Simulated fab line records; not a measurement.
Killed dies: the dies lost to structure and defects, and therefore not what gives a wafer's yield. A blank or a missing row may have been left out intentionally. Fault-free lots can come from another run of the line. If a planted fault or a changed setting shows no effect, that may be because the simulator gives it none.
fab line records ; flow n5_finfet
[record] lots = 6; wafers = 18; last_day = 18
route steps=1938 shown BEOL_M13@1668 PASSIVATION@1936
lots that met no fault: taken from a fault-free run of the same line
start_h: hours from the record's first day to the start of the lot's first wafer shown ; wait_h: hours from the lot's prior step to this one ; " unchanged from the row above ; L1.1+2: a row that stands for several wafers ; - no value, or no start was given ; * or withheld: withheld ; < > ~ a bound
route shown NAME@n: NAME is a module with steps in the file, n the number in the route of the first one ; usual: mean/standard deviation taken from wafers without a fault ; same: alike in all rows ; chamber/n: place in a boat ; sites: each site's reading ; _std_site: how widely they spread, as a standard deviation ; _edge_site: inner sites' mean taken away from outer sites' mean ; radius_mm: how far each site lies from the wafer's centre ; mask NAME#n: copy n ; behind: the most recent tool/chamber to have shaped the wafer ; hold: the reason the lot was held/the length of the hold in hours/how it ended ; device: transistor that didn't switch, given as n, p or np ; end of line: tests run on the same wafers once the route is complete ; for a step that has no rows: nothing shown but its recipe ; killed: the dies lost at the first sort to structure and to defects; this is not the yield of the wafer ; map: dies across one wafer; x = killed, . = not, _ = none there
set.NAME: the run value of the setting; set.NAME@STEP: its run value at that earlier step ; model.NAME: the simulator's own value behind a step, which no gauge read
a table for each step, a row for each wafer; lots at some steps of the route
services: from which hour (start_h, from the record's first day; less than 0 if before it) a tool's chamber was out of use, for how many hours, and why
[[steps]]
[step N5_BEOL_M13_HARDBAKE_14]
[recipe] temp_c = 130; time_s = 120
[step N5_BEOL_M13_CD_MEAS_10]
[recipe] target_cd_nm = 190; landing_energy_ev = 500; detector = se_inlens; polarity = opening
[usual] cd_nm = 190.3/1.4
lot.wafer;tool;chamber;start_h;wait_h;cd_nm
L690.1;cd_sem-03;0;262.65;-;189.9
L690.4;cd_sem-03;0;262.65;-;190.0
L690.6;cd_sem-03;0;262.65;-;190.5
L692.3;cd_sem-01;0;279.69;-;192.8
L692.4;cd_sem-01;0;279.69;-;193.3
L692.6;cd_sem-01;0;279.69;-;191.7
L699.2;cd_sem-01;0;306.85;-;192.8
L699.4;cd_sem-01;0;306.85;-;191.8
L699.5;cd_sem-01;0;306.85;-;191.5
L698.2;cd_sem-03;0;313.39;-;189.7
L698.5;cd_sem-03;0;313.39;-;190.3
L698.6;cd_sem-03;0;313.39;-;190.4
L711.1;cd_sem-03;0;390.30;-;189.6
L711.3;cd_sem-03;0;390.30;-;189.9
L711.5;cd_sem-03;0;390.30;-;191.0
L712.1;cd_sem-02;0;396.11;-;189.7
L712.2;cd_sem-02;0;396.11;-;190.3
L712.3;cd_sem-02;0;396.11;-;189.7
[step N5_BEOL_M13_OVL_MEAS_11]
[recipe] points_per_wafer = 44
[usual] V12_OVL = 4/4.6
lot.wafer;tool;chamber;start_h;wait_h;V12_OVL[nm]
L690.1;overlay-02;0;262.68;0.0;2
L690.4;overlay-02;0;262.68;0.0;8
L690.6;overlay-02;0;262.68;0.0;4
L692.3;overlay-01;0;279.72;0.0;8
L692.4;overlay-01;0;279.72;0.0;4
L692.6;overlay-01;0;279.72;0.0;6
L699.2;overlay-01;0;306.88;0.0;-3
L699.4;overlay-01;0;306.88;0.0;5
L699.5;overlay-01;0;306.88;0.0;5
L698.2;overlay-01;0;313.42;0.0;4
L698.5;overlay-01;0;313.42;0.0;2
L698.6;overlay-01;0;313.42;0.0;-5
L711.1;overlay-01;0;390.33;0.0;2
L711.3;overlay-01;0;390.33;0.0;3
L711.5;overlay-01;0;390.33;0.0;8
L712.1;overlay-02;0;396.14;0.0;6
L712.2;overlay-02;0;396.14;0.0;1
L712.3;overlay-02;0;396.14;0.0;3
[step N5_BEOL_M13_INSPECT_12]
[recipe] mode = adi; inspect_instrument = macro
[usual] raw_defect_count = 2.0/1.3
lot.wafer;tool;chamber;start_h;wait_h;raw_defect_count
L690.1;defect_inspect-01;-;262.70;0.0;1
L690.4;defect_inspect-01;-;262.70;0.0;1
L690.6;defect_inspect-01;-;262.70;0.0;1
L692.3;defect_inspect-01;-;279.74;0.0;0
L692.4;defect_inspect-01;-;279.74;0.0;3
L692.6;defect_inspect-01;-;279.74;0.0;2
L699.2;defect_inspect-02;-;306.91;0.0;1
L699.4;defect_inspect-02;-;306.91;0.0;2
L699.5;defect_inspect-02;-;306.91;0.0;1
L698.2;defect_inspect-01;-;313.45;0.0;3
L698.5;defect_inspect-01;-;313.45;0.0;1
L698.6;defect_inspect-01;-;313.45;0.0;1
L711.1;defect_inspect-02;-;390.36;0.0;1
L711.3;defect_inspect-02;-;390.36;0.0;0
L711.5;defect_inspect-02;-;390.36;0.0;1
L712.1;defect_inspect-02;-;396.16;0.0;5
L712.2;defect_inspect-02;-;396.16;0.0;5
L712.3;defect_inspect-02;-;396.16;0.0;3
[step N5_BEOL_M13_DESCUM_15]
[recipe] chemistry = O2; time_s = 7.9; source_power_w = 50; bias_power_w = 20; pressure_mtorr = 20; rf_frequency_hz = 2.712e+07; temp_c = 40; o2_flow_sccm = 225
[usual] bias_power_w = 20.00/0.06; drypump_motor_current_A = 5.9/0.39; oes_product_au = 0.78/0.094; rf_vpp_V = 243.3/1.2; showerhead_plenum_p_Torr = 2.11/0.054; throttle_valve_pct = 20.44/0.24
[same] time_s = 7.9
lot.wafer;tool;chamber;start_h;wait_h;bias_power_w;drypump_motor_current_A;oes_product_au;rf_hours_counter_h;rf_vpp_V;showerhead_plenum_p_Torr;throttle_valve_pct
L690.1;rie_diel-03;0;262.77;0.1;19.93;6.2;0.98;4;243.5;2.16;20.53
L690.4;rie_diel-03;3;262.77;0.1;19.94;6.3;0.89;23;242.7;2.14;20.02
L690.6;rie_diel-03;1;262.77;0.1;19.97;5.7;0.69;-;243.5;2.14;20.48
L692.3;rie_diel-06;3;279.86;0.1;20.09;6.0;0.70;228;241.9;1.97;20.73
L692.4;rie_diel-06;2;279.86;0.1;20.02;5.5;0.79;109;242.0;2.02;20.41
L692.6;rie_diel-06;0;279.86;0.1;20.10;5.4;0.69;-;243.0;2.07;20.88
L699.2;rie_diel-03;2;306.94;0.0;20.11;5.7;0.78;109;241.1;2.03;20.38
L699.4;rie_diel-03;0;306.94;0.0;19.90;6.2;0.95;17;243.5;2.15;20.53
L699.5;rie_diel-03;1;306.94;0.0;19.98;5.7;0.67;-;243.3;2.13;20.50
L698.2;rie_diel-06;0;313.48;0.0;20.12;5.4;0.68;230;243.4;2.06;20.91
L698.5;rie_diel-06;2;313.48;0.0;20.15;5.5;0.76;-;242.3;2.02;20.42
L698.6;rie_diel-06;1;313.48;0.0;20.04;5.3;0.72;-;243.4;2.09;20.63
L711.1;rie_diel-06;1;390.39;0.0;20.12;5.3;0.70;207;241.0;2.09;20.66
L711.3;rie_diel-06;3;390.39;0.0;20.02;6.0;0.95;5;246.4;2.23;20.29
L711.5;rie_diel-06;1;390.39;0.0;20.06;5.3;0.69;-;242.4;2.09;20.67
L712.1;rie_diel-03;3;396.20;0.0;19.95;6.3;0.83;62;243.5;2.13;20.07
L712.2;rie_diel-03;0;396.20;0.0;19.95;6.2;0.88;47;243.7;2.14;20.60
L712.3;rie_diel-03;1;396.20;0.0;19.99;5.7;0.93;8;243.3;2.13;20.15
[step N5_BEOL_M13_ETCH_59]
[recipe] chemistry = N2/H2; target = BARC; target_depth_a = 890; overetch_a = 267; time_s = 67.9; ion_energy_ev = 200; pressure_mtorr = 30; source_w = 840; bias_w = 150; n2_flow_sccm = 200; h2_flow_sccm = 200
[usual] drypump_motor_current_A = 5.9/0.38; oes_product_au = 0.67/0.076; rf_vpp_V = 524.3/2.1; showerhead_plenum_p_Torr = 2.56/0.071; throttle_valve_pct = 17.89/0.26
[same] time_s = 67.9
lot.wafer;tool;chamber;start_h;wait_h;drypump_motor_current_A;oes_product_au;rf_hours_counter_h;rf_vpp_V;showerhead_plenum_p_Torr;throttle_valve_pct
L690.1;rie_diel-03;0;262.81;0.0;6.2;0.83;4;525.9;2.61;17.85
L690.4;rie_diel-03;3;262.81;0.0;6.3;0.77;23;525.9;2.59;17.40
L690.6;rie_diel-03;1;262.81;0.0;5.7;0.59;-;527.2;2.63;18.12
L692.3;rie_diel-06;3;279.89;0.0;6.1;0.59;228;518.9;2.41;18.22
L692.4;rie_diel-06;2;279.89;0.0;5.5;0.67;109;520.3;2.46;17.83
L692.6;rie_diel-06;0;279.89;0.0;5.4;0.60;-;523.0;2.50;18.25
L699.2;rie_diel-03;2;306.98;0.0;5.7;0.67;109;520.3;2.45;17.68
L699.4;rie_diel-03;0;306.98;0.0;6.2;0.79;17;525.8;2.61;17.89
L699.5;rie_diel-03;1;306.98;0.0;5.7;0.58;-;525.2;2.62;18.14
L698.2;rie_diel-06;0;313.52;0.0;5.4;0.58;230;521.5;2.50;18.28
L698.5;rie_diel-06;2;313.52;0.0;5.5;0.67;-;522.8;2.45;17.86
L698.6;rie_diel-06;1;313.52;0.0;5.3;0.62;-;524.3;2.53;18.06
L711.1;rie_diel-06;1;390.43;0.0;5.3;0.61;207;523.9;2.52;18.12
L711.3;rie_diel-06;3;390.43;0.0;6.0;0.81;5;528.3;2.72;17.78
L711.5;rie_diel-06;1;390.43;0.0;5.3;0.61;-;523.0;2.52;18.13
L712.1;rie_diel-03;3;396.23;0.0;6.3;0.72;62;524.6;2.58;17.49
L712.2;rie_diel-03;0;396.23;0.0;6.2;0.74;47;525.1;2.59;17.95
L712.3;rie_diel-03;1;396.23;0.0;5.8;0.79;8;525.5;2.61;17.74
[step N5_BEOL_M13_VIA_ETCH_16]
[recipe] chemistry = C4F8/O2/Ar; target = SiOC; pressure_mtorr = 30; source_w = 3000; bias_w = 700; Ar_flow_sccm = 400; C4F8_flow_sccm = 15; O2_flow_sccm = 8; he_inner_torr = 15; he_outer_torr = 30; target_depth_a = 9217; time_s = withheld; ion_energy_ev = 250; ends = cleared
[usual] drypump_motor_current_A = 5.9/0.38; he_inner_torr = 15.003/0.028; he_outer_torr = 30.01/0.063; oes_product_au = 0.71/0.085; rf_vpp_V = 666.1/2.6; showerhead_plenum_p_Torr = 3.44/0.086; throttle_valve_pct = 24.21/0.28
lot.wafer;tool;chamber;start_h;wait_h;drypump_motor_current_A;he_inner_torr;he_outer_torr;oes_product_au;rf_vpp_V;showerhead_plenum_p_Torr;throttle_valve_pct
L690.1;rie_diel-03;0;262.86;0.0;6.2;15.013;30.03;0.88;667.2;3.49;24.22
L690.4;rie_diel-03;3;262.86;0.0;6.3;15.028;30.09;0.80;668.1;3.48;23.73
L690.6;rie_diel-03;1;262.86;0.0;5.8;14.989;30.05;0.61;670.1;3.51;24.30
L692.3;rie_diel-06;3;279.94;0.0;6.0;15.040;29.95;0.62;660.0;3.24;24.44
L692.4;rie_diel-06;2;279.94;0.0;5.5;14.962;30.02;0.71;662.8;3.30;24.16
L692.6;rie_diel-06;0;279.94;0.0;5.4;14.984;30.04;0.63;663.0;3.38;24.65
L699.2;rie_diel-03;2;307.03;0.0;5.7;14.982;29.99;0.71;661.9;3.34;24.22
L699.4;rie_diel-03;0;307.03;0.0;6.1;15.002;30.02;0.84;666.2;3.48;24.24
L699.5;rie_diel-03;1;307.03;0.0;5.7;15.035;30.04;0.61;668.3;3.50;24.31
L698.2;rie_diel-06;0;313.57;0.0;5.4;14.950;29.92;0.62;663.7;3.37;24.67
L698.5;rie_diel-06;2;313.57;0.0;5.5;14.997;30.04;0.70;662.2;3.30;24.17
L698.6;rie_diel-06;1;313.57;0.0;5.3;15.001;30.01;0.65;665.8;3.43;24.39
L711.1;rie_diel-06;1;390.48;0.0;5.3;14.957;30.00;0.63;665.8;3.41;24.42
L711.3;rie_diel-06;3;390.48;0.0;6.0;14.958;30.01;0.85;671.2;3.62;24.10
L711.5;rie_diel-06;1;390.48;0.0;5.3;15.024;29.97;0.62;664.5;3.41;24.45
L712.1;rie_diel-03;3;396.28;0.0;6.4;15.044;30.01;0.77;666.5;3.46;23.78
L712.2;rie_diel-03;0;396.28;0.0;6.2;15.020;29.93;0.80;666.5;3.47;24.26
L712.3;rie_diel-03;1;396.28;0.0;5.8;15.039;29.96;0.85;667.1;3.49;24.00
[step N5_BEOL_M13_STRIP_63]
[recipe] chemistry = N2/H2; power_w = 1000; temp_c = 250; h2_frac = 0.65; overash_fraction = 0.3; pressure_mtorr = 1000; n2_flow_sccm = 1750; h2_flow_sccm = 3250
[usual] drypump_motor_current_A = 5.7/0.55; heater_power_w = 315/16; oes_product_au = 0.674/0.0049; strip_time_to_endpoint_s = 27.9/1.2
lot.wafer;tool;chamber;start_h;wait_h;drypump_motor_current_A;heater_power_w;oes_product_au;rf_hours_counter_h;strip_time_to_endpoint_s
L690.1;plasma_asher-01;0;263.11;-;5.3;342;0.680;117;27.9
L690.4;plasma_asher-01;1;263.11;-;6.3;300;0.672;-;28.4
L690.6;plasma_asher-01;1;263.11;-;6.3;298;0.672;-;27.6
L692.3;plasma_asher-01;1;280.21;-;6.3;300;0.675;-;28.8
L692.4;plasma_asher-01;0;280.21;-;5.3;348;0.675;-;26.2
L692.6;plasma_asher-01;0;280.21;-;5.3;335;0.674;-;26.7
L699.2;plasma_asher-02;1;307.44;-;4.9;310;0.671;90;26.9
L699.4;plasma_asher-02;0;307.44;-;6.1;314;0.676;-;26.8
L699.5;plasma_asher-02;1;307.44;-;5.0;305;0.671;-;27.6
L698.2;plasma_asher-02;0;313.80;-;6.1;312;0.669;93;28.7
L698.5;plasma_asher-02;1;313.80;-;5.0;316;0.686;-;27.7
L698.6;plasma_asher-02;0;313.80;-;6.1;310;0.681;-;29.3
L711.1;plasma_asher-01;0;390.71;-;5.3;339;0.680;138;28.7
L711.3;plasma_asher-01;1;390.71;-;6.3;298;0.675;-;28.4
L711.5;plasma_asher-01;0;390.71;-;5.3;339;0.673;-;28.3
L712.1;plasma_asher-01;0;396.54;-;5.3;339;0.673;139;28.2
L712.2;plasma_asher-01;1;396.54;-;6.3;299;0.669;139;26.7
L712.3;plasma_asher-01;1;396.54;-;6.3;296;0.679;-;29.2
[step N5_BEOL_M13_STRIP_64]
[recipe] chemistry = N2/H2; power_w = 1000; temp_c = 250; h2_frac = 0.65; overash_fraction = 0.3; pressure_mtorr = withheld; n2_flow_sccm = 1750; h2_flow_sccm = 3250
[usual] drypump_motor_current_A = 5.7/0.55; heater_power_w = 314/16; oes_product_au = 0.715/0.0051; strip_time_to_endpoint_s = 31.31/0.088
lot.wafer;tool;chamber;start_h;wait_h;drypump_motor_current_A;heater_power_w;oes_product_au;rf_hours_counter_h;strip_time_to_endpoint_s
L690.1;plasma_asher-01;0;263.17;0.0;5.3;341;0.725;117;31.37
L690.4;plasma_asher-01;1;263.17;0.0;6.3;301;0.716;-;31.34
L690.6;plasma_asher-01;1;263.17;0.0;6.3;295;0.704;-;31.31
L692.3;plasma_asher-01;1;280.27;0.0;6.3;295;0.718;-;31.29
L692.4;plasma_asher-01;0;280.27;0.0;5.3;345;0.714;-;31.33
L692.6;plasma_asher-01;0;280.27;0.0;5.3;340;0.711;-;31.29
L699.2;plasma_asher-02;1;307.50;0.0;5.0;304;0.721;90;31.26
L699.4;plasma_asher-02;0;307.50;0.0;6.1;311;0.713;-;31.28
L699.5;plasma_asher-02;1;307.50;0.0;5.0;307;0.722;-;31.29
L698.2;plasma_asher-02;0;313.86;0.0;6.1;309;0.712;93;31.25
L698.5;plasma_asher-02;1;313.86;0.0;5.0;315;0.707;-;31.34
L698.6;plasma_asher-02;0;313.86;0.0;6.0;317;0.710;-;31.26
L711.1;plasma_asher-01;0;390.77;0.0;5.3;329;0.705;138;31.32
L711.3;plasma_asher-01;1;390.77;0.0;6.3;301;0.716;-;31.37
L711.5;plasma_asher-01;0;390.77;0.0;5.3;334;0.711;-;31.39
L712.1;plasma_asher-01;0;396.60;0.0;5.3;338;0.716;139;31.50
L712.2;plasma_asher-01;1;396.60;0.0;6.3;303;0.714;139;31.46
L712.3;plasma_asher-01;1;396.60;0.0;6.3;296;0.719;-;31.48
[step N5_BEOL_M13_STRIP_71]
[recipe] chemistry = post_etch_residue_remover; time_s = 60; temp_c = 25; remover_ph = withheld; remover_water_wt_pct = withheld; remover_fluoride_wt_pct = withheld
[step N5_BEOL_M13_SRD_72]
[recipe] time_s = 30; temp_c = 23; rinse_liquid = diw; dry = n2_spin; spin_rpm = 1500; dry_time_s = 30
[step N5_BEOL_M13_CD_MEAS_17]
[recipe] target_cd_nm = 190; polarity = opening
[usual] cd_nm = 190.4/1.6
lot.wafer;tool;chamber;start_h;wait_h;cd_nm
L690.1;cd_sem-03;-;263.32;0.0;191.5
L690.4;cd_sem-03;-;263.32;0.0;190.2
L690.6;cd_sem-03;-;263.32;0.0;190.1
L692.3;cd_sem-02;-;280.40;0.0;193.1
L692.4;cd_sem-02;-;280.40;0.0;194.0
L692.6;cd_sem-02;-;280.40;0.0;192.3
L699.2;cd_sem-02;-;307.65;0.0;193.7
L699.4;cd_sem-02;-;307.65;0.0;191.3
L699.5;cd_sem-02;-;307.65;0.0;190.9
L698.2;cd_sem-02;-;314.02;0.0;188.3
L698.5;cd_sem-02;-;314.02;0.0;190.6
L698.6;cd_sem-02;-;314.02;0.0;189.7
L711.1;cd_sem-01;-;390.92;0.0;189.8
L711.3;cd_sem-01;-;390.92;0.0;189.7
L711.5;cd_sem-01;-;390.92;0.0;190.5
L712.1;cd_sem-03;-;396.74;0.0;189.0
L712.2;cd_sem-03;-;396.74;0.0;191.0
L712.3;cd_sem-03;-;396.74;0.0;189.2
[step N5_BEOL_M13_COAT_65]
[recipe] resist = SOC; temp_c = 250; time_s = 60; spin_rpm = 1500; resist_thk_nm = 350
[usual] dispense_pressure_kPa = 50/3.4; heater_power_total_W = 500.3/1.8; plate_temp_C = 249.98/0.17
[same] time_s = 60
lot.wafer;tool;chamber;start_h;wait_h;dispense_pressure_kPa;heater_power_total_W;plate_temp_C
L690.1;litho_track-03;0;263.36;0.0;46;503.2;249.79
L690.4;litho_track-03;0;263.36;0.0;46;501.0;250.28
L690.6;litho_track-03;0;263.36;0.0;46;499.1;250.27
L692.3;litho_track-01;0;280.43;0.0;54;502.5;249.68
L692.4;litho_track-01;0;280.43;0.0;54;501.0;249.85
L692.6;litho_track-01;0;280.43;0.0;54;502.7;249.79
L699.2;litho_track-01;0;307.69;0.0;54;479.4;241.18
L699.4;litho_track-01;0;307.69;0.0;54;477.8;241.10
L699.5;litho_track-01;0;307.69;0.0;54;479.5;241.47
L698.2;litho_track-01;0;314.06;0.0;54;477.7;241.71
L698.5;litho_track-01;0;314.06;0.0;54;478.1;241.38
L698.6;litho_track-01;0;314.06;0.0;54;476.8;241.36
L711.1;litho_track-03;0;390.96;0.0;46;500.7;249.84
L711.3;litho_track-03;0;390.96;0.0;46;500.6;250.01
L711.5;litho_track-03;0;390.96;0.0;46;497.4;249.96
L712.1;litho_track-03;0;396.78;0.0;46;499.1;250.26
L712.2;litho_track-03;0;396.78;0.0;46;499.2;250.15
L712.3;litho_track-03;0;396.78;0.0;46;497.7;250.12
[step N5_BEOL_M13_COAT_66]
[recipe] resist = SiARC; temp_c = 220; time_s = 60; spin_rpm = 1500; resist_thk_nm = 110
[step N5_PASSIVATION_PROBE_49]
[usual] defect_limited_yield = 91.2/1.5; killed_at_M0_to_M3 = 33/9.6; killed_at_M4_up = 14/5.6; killed_at_contacts = 14/5.5; killed_at_front_end = 40/13; killed_at_other = 4/3; killed_dies = 104/17; killed_open = 68/13; killed_short = 33/7.2; sort_bin_5_function = 5.2/0.95; sort_bin_6_memory = 3.3/0.62; sort_bin_8_speed = 0.00/0.012; sort_n_pass = 1076/17; sort_yield_pct = 91.2/1.5
[same] gross_dies = 1180; killed_at_back_side = 0; sort_bin_4_leakage[%] = 0
lot.wafer;tool;chamber;start_h;wait_h;defect_limited_yield[%];killed_at_M0_to_M3;killed_at_M4_up;killed_at_contacts;killed_at_front_end;killed_at_other;killed_dies;killed_open;killed_short;sort_bin_5_function[%];sort_bin_6_memory[%];sort_bin_8_speed[%];sort_n_pass;sort_yield_pct[%]
L690.1;prober-02;-;299.14;0.0;93.6;25;12;10;26;2;75;46;27;4.0;2.3;0;1105;93.6
L690.4;prober-02;-;299.29;0.2;93.6;31;11;8;21;5;76;46;28;3.6;2.6;0;1104;93.6
L690.6;prober-02;-;299.39;0.3;92.4;26;11;17;34;2;90;63;21;3.3;4.1;0.08;1089;92.3
L692.3;prober-02;-;315.73;0.1;92.3;32;6;8;41;4;91;69;22;4.2;3.4;0;1089;92.3
L692.4;prober-02;-;315.78;0.2;91.1;47;12;16;26;4;105;67;38;5.3;3.6;0;1075;91.1
L692.6;prober-02;-;315.88;0.3;90.2;39;10;15;48;4;116;65;50;5.2;3.9;0;1064;90.2
L699.2;prober-02;-;341.97;0.1;91.7;32;13;15;38;0;98;68;27;4.6;3.3;0;1082;91.7
L699.4;prober-02;-;342.07;0.2;90.1;42;11;16;45;3;117;84;31;6.0;3.6;0;1063;90.1
L699.5;prober-02;-;342.12;0.2;88.8;37;15;14;61;5;132;87;44;7.0;3.7;0;1048;88.8
L698.2;prober-02;-;347.20;0.3;90.6;15;17;28;46;5;111;75;35;5.5;3.8;0;1069;90.6
L698.5;prober-02;-;347.35;0.4;91.5;33;12;16;33;6;100;65;32;5.3;2.9;0;1080;91.5
L698.6;prober-02;-;347.40;0.5;90.8;33;13;19;40;4;109;73;33;5.6;3.0;0;1071;90.8
L711.1;prober-01;-;427.03;0.0;90.7;37;20;18;33;2;110;81;28;5.5;3.6;0;1070;90.7
L711.3;prober-01;-;427.13;0.1;93.4;31;5;12;29;1;78;59;19;4.1;2.3;0;1102;93.4
L711.5;prober-01;-;427.23;0.2;93.0;23;9;18;33;0;83;49;30;4.6;2.4;0;1097;93.0
L712.1;prober-01;-;429.05;0.0;93.4;29;17;13;18;1;78;55;23;4.0;2.4;0;1102;93.4
L712.2;prober-01;-;429.10;0.1;91.8;40;17;10;27;3;97;63;33;4.6;3.1;0;1083;91.8
L712.3;prober-01;-;429.15;0.1;93.6;37;10;7;17;4;75;43;31;3.2;3.1;0;1105;93.6
// killed by level:class
L690.1 FIN_SAQP:geometric_particle:open=5 BEOL_M3:geometric_particle:open=5 STI_FIN_REVEAL:geometric_particle:open=5 MOL_CONTACT_COAG:geometric_particle:short=5 BEOL_M0_SAQP:geometric_particle:short=5 BEOL_M1:geometric_particle:open=5 BEOL_M2:geometric_particle:open=5 MOL_CONTACT_COAG:geometric_particle:open=4
L690.4 BEOL_M0_SAQP:geometric_particle:open=9 MOL_CONTACT_COAG:geometric_particle:open=7 BEOL_M2:geometric_particle:open=7 BEOL_M0_SAQP:geometric_particle:short=6 DUMMY_GATE:geometric_particle:open=5 BEOL_M2:geometric_particle:short=4 GATE_CUT:geometric_particle:short=3 BEOL_M8:geometric_particle:open=3
L690.6 FIN_SAQP:geometric_particle:open=13 MOL_CONTACT_COAG:geometric_particle:open=13 BEOL_M2:geometric_particle:open=7 DUMMY_GATE:geometric_particle:open=5 BEOL_M1:geometric_particle:open=4 BEOL_M2:geometric_particle:short=4 STARTING-WAFER:geometric_particle:short=4 BEOL_M0_SAQP:geometric_particle:short=3
L692.3 FIN_SAQP:geometric_particle:open=11 DUMMY_GATE:geometric_particle:open=11 BEOL_M2:geometric_particle:open=9 MOL_CONTACT_COAG:geometric_particle:open=8 BEOL_M0_SAQP:geometric_particle:open=6 BEOL_M0_SAQP:geometric_particle:short=6 FIN_SAQP:geometric_particle:short=5 STI_FIN_REVEAL:geometric_particle:open=5
L692.4 MOL_CONTACT_COAG:geometric_particle:open=11 BEOL_M3:geometric_particle:open=11 FIN_SAQP:geometric_particle:short=8 BEOL_M0_SAQP:geometric_particle:open=8 BEOL_M0_SAQP:geometric_particle:short=7 BEOL_M0:geometric_particle:open=7 BEOL_M2:geometric_particle:open=6 MOL_CONTACT_COAG:geometric_particle:short=5
L692.6 FIN_SAQP:geometric_particle:short=13 FIN_SAQP:geometric_particle:open=11 MOL_CONTACT_COAG:geometric_particle:open=11 BEOL_M0_SAQP:geometric_particle:short=8 STARTING-WAFER:geometric_particle:short=7 BEOL_M2:geometric_particle:open=6 BEOL_M2:geometric_particle:short=5 BEOL_M3:geometric_particle:open=5
L699.2 MOL_CONTACT_COAG:geometric_particle:open=14 BEOL_M0_SAQP:geometric_particle:open=13 FIN_SAQP:geometric_particle:open=12 FIN_SAQP:geometric_particle:short=8 BEOL_M0_SAQP:geometric_particle:short=7 BEOL_M1:geometric_particle:open=7 DUMMY_GATE:geometric_particle:open=5 BEOL_M4:geometric_particle:open=5
L699.4 DUMMY_GATE:geometric_particle:open=17 FIN_SAQP:geometric_particle:open=15 MOL_CONTACT_COAG:geometric_particle:open=13 BEOL_M1:geometric_particle:open=10 BEOL_M0_SAQP:geometric_particle:short=9 BEOL_M0_SAQP:geometric_particle:open=9 FIN_SAQP:geometric_particle:short=7 BEOL_M4:geometric_particle:open=6
L699.5 FIN_SAQP:geometric_particle:open=24 FIN_SAQP:geometric_particle:short=15 MOL_CONTACT_COAG:geometric_particle:open=13 BEOL_M0_SAQP:geometric_particle:short=9 BEOL_M0_SAQP:geometric_particle:open=9 BEOL_M1:geometric_particle:open=7 BEOL_M4:geometric_particle:open=6 GATE_CUT:geometric_particle:short=4
L698.2 MOL_CONTACT_COAG:geometric_particle:open=20 FIN_SAQP:geometric_particle:open=17 FIN_SAQP:geometric_particle:short=12 STI_FIN_REVEAL:geometric_particle:open=7 MOL_CONTACT_COAG:geometric_particle:short=7 BEOL_M3:geometric_particle:open=6 BEOL_M4:geometric_particle:open=6 BEOL_M4:geometric_particle:short=3
L698.5 MOL_CONTACT_COAG:geometric_particle:open=12 BEOL_M3:geometric_particle:open=10 BEOL_M0_SAQP:geometric_particle:open=9 FIN_SAQP:geometric_particle:open=7 BEOL_M0_SAQP:geometric_particle:short=6 ILD0:geometric_particle:open=4 GATE_CUT:geometric_particle:short=4 MOL_CONTACT_COAG:geometric_particle:short=4
L698.6 MOL_CONTACT_COAG:geometric_particle:open=14 BEOL_M0_SAQP:geometric_particle:open=9 FIN_SAQP:geometric_particle:short=7 FIN_SAQP:geometric_particle:open=6 BEOL_M1:geometric_particle:open=6 ILD0:geometric_particle:open=5 MOL_CONTACT_COAG:geometric_particle:short=5 BEOL_M3:geometric_particle:open=5
L711.1 MOL_CONTACT_COAG:geometric_particle:open=13 FIN_SAQP:geometric_particle:short=10 FIN_SAQP:geometric_particle:open=10 BEOL_M4:geometric_particle:open=10 BEOL_M2:geometric_particle:open=9 BEOL_M1:geometric_particle:open=9 STI_FIN_REVEAL:geometric_particle:open=7 MOL_CONTACT_COAG:geometric_particle:short=5
L711.3 BEOL_M3:geometric_particle:open=22 MOL_CONTACT_COAG:geometric_particle:open=11 FIN_SAQP:geometric_particle:open=10 STI_FIN_REVEAL:geometric_particle:open=7 FIN_SAQP:geometric_particle:short=6 BEOL_M0_SAQP:geometric_particle:short=3 STI_FIN_REVEAL:geometric_particle:short=2 BEOL_M0_SAQP:geometric_particle:open=2
L711.5 MOL_CONTACT_COAG:geometric_particle:open=12 FIN_SAQP:geometric_particle:short=11 FIN_SAQP:geometric_particle:open=8 MOL_CONTACT_COAG:geometric_particle:short=6 BEOL_M2:geometric_particle:open=5 BEOL_M0_SAQP:geometric_particle:open=4 BEOL_M0_SAQP:geometric_particle:short=4 BEOL_M4:geometric_particle:open=4
L712.1 MOL_CONTACT_COAG:geometric_particle:open=13 BEOL_M0_SAQP:geometric_particle:short=7 BEOL_M3:geometric_particle:open=6 SPACER0:geometric_particle:open=5 BEOL_M0_SAQP:geometric_particle:open=5 BEOL_M4:geometric_particle:open=5 FIN_SAQP:geometric_particle:short=4 BEOL_M4:geometric_particle:short=4
L712.2 BEOL_M0_SAQP:geometric_particle:short=14 MOL_CONTACT_COAG:geometric_particle:open=10 BEOL_M0_SAQP:geometric_particle:open=10 BEOL_M3:geometric_particle:open=8 BEOL_M4:geometric_particle:open=7 STARTING-WAFER:geometric_particle:short=7 GATE_CUT:geometric_particle:open=5 BEOL_M5:geometric_particle:open=4
L712.3 BEOL_M0_SAQP:geometric_particle:open=15 BEOL_M0_SAQP:geometric_particle:short=11 MOL_CONTACT_COAG:geometric_particle:open=6 BEOL_M3:geometric_particle:open=5 STARTING-WAFER:geometric_particle:short=5 FIN_SAQP:geometric_particle:short=3 BEOL_M6:geometric_particle:open=3 BEOL_M3:geometric_particle:short=3
[[services]]
tool;chamber;start_h;hours;kind
rie_diel-03;-;272.06;0.8;repair
plasma_asher-02;-;282.11;5.9;repair
plasma_asher-01;-;300.45;15.6;pm
rie_diel-03;3;317.24;8.8;repair
plasma_asher-01;-;324.79;3.4;repair
rie_diel-06;3;342.84;-;clean
rie_diel-06;3;342.84;-;consumable_replace:esc
rie_diel-06;3;342.84;-;consumable_replace:focus_ring
rie_diel-06;3;342.84;-;consumable_replace:showerhead
rie_diel-06;3;342.84;36.3;scheduled_down
rie_diel-06;3;342.84;36.3;vent_cycle
plasma_asher-02;-;351.47;2.8;repair
rie_diel-03;1;354.41;-;clean
rie_diel-03;1;354.41;-;consumable_replace:focus_ring
rie_diel-03;1;354.41;15.8;scheduled_down
rie_diel-03;1;354.41;15.8;vent_cycle
litho_track-03;-;375.41;-;consumable_replace:filter
plasma_asher-01;-;377.68;4.9;repair
rie_diel-06;0;379.16;-;clean
rie_diel-06;0;379.16;-;consumable_replace:focus_ring
rie_diel-06;0;379.16;18.8;scheduled_down
rie_diel-06;0;379.16;18.8;vent_cycle
[[key]]
[first_sign] step = N5_BEOL_M13_COAT_65; reading = plate_temp_C; direction = down; sigmas = 52; usual = *; struck = *
[effect] step = N5_BEOL_M13_COAT_65; reading = heater_power_total_W; direction = down; sigmas = 12; usual = *; struck = *
met_at N5_BEOL_M13_COAT_65
struck_wafers L698.2,L698.5,L698.6,L699.2,L699.4,L699.5
onset_between 280.43 307.69
[fault] kind = process_parameter_drift; tool = litho_track-01; chamber = -; onset_h = 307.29; steps = N5_BEOL_M13_COAT_65; channel = temp_c; offset = *; shape = step; end_h = 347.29; acts_in = *; stated = *
